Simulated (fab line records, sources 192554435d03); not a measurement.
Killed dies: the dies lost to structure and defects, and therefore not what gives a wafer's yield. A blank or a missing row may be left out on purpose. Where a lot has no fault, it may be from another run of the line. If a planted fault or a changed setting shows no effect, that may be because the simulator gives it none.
Chamber matching + flow n5-finfet + rie-diel-02 running N5_BEOL_M1_ETCH_64: 4 sister chambers
The step etches SOC in N2/H2, target depth 75 nm, overetch 15 nm, time 112.5 s. 4 wafers are shown with their chamber, then 7 later ones without.

EACH WAFER AND ITS CHAMBER
| wafer  | chamber | showerhead-plenum-p-Torr (Torr) |
|--------|---------|---------------------------------|
| L082.6 | 3       | 2.61                            |
| L087.1 | 0       | 2.40                            |
| L089.1 | 1       | 2.48                            |
| L089.3 | 2       | 2.45                            |

WAFERS WITHOUT THEIR CHAMBER
| wafer  | showerhead-plenum-p-Torr (Torr) |
|--------|---------------------------------|
| L089.6 | 2.48                            |
| L091.4 | 2.48                            |
| L091.5 | 2.48                            |
| L091.6 | 2.39                            |
| L096.1 | 2.48                            |
| L096.5 | 2.45                            |
| L096.6 | 2.48                            |

WHICH CHAMBER EACH ONE RAN IN
| wafer  | from the rows above | in truth |
|--------|---------------------|----------|
| L089.6 | 1                   | 1        |
| L091.4 | 1                   | 1        |
| L091.5 | 1                   | 1        |
| L091.6 | 0                   | 0        |
| L096.1 | 1                   | 1        |
| L096.5 | 2                   | 2        |
| L096.6 | 1                   | 1        |
Placed correctly: 7 of 7. Not placeable from these rows: 0. Number placed wrongly: 0.
How it was worked out, from the rows above alone: a wafer's distance from a chamber is the root of the sum, over the readings, of the square of ((its reading less the chamber's mean) divided by the reading's scatter). The wafer belongs to the nearest chamber; if the next one is less than 2 further off, it can't be placed. For every chamber, the mean is computed from those of its wafers that are shown. The scatter: with one shown wafer a chamber, the root of the mean of the squares of how far each hidden wafer lies from its nearest shown one.
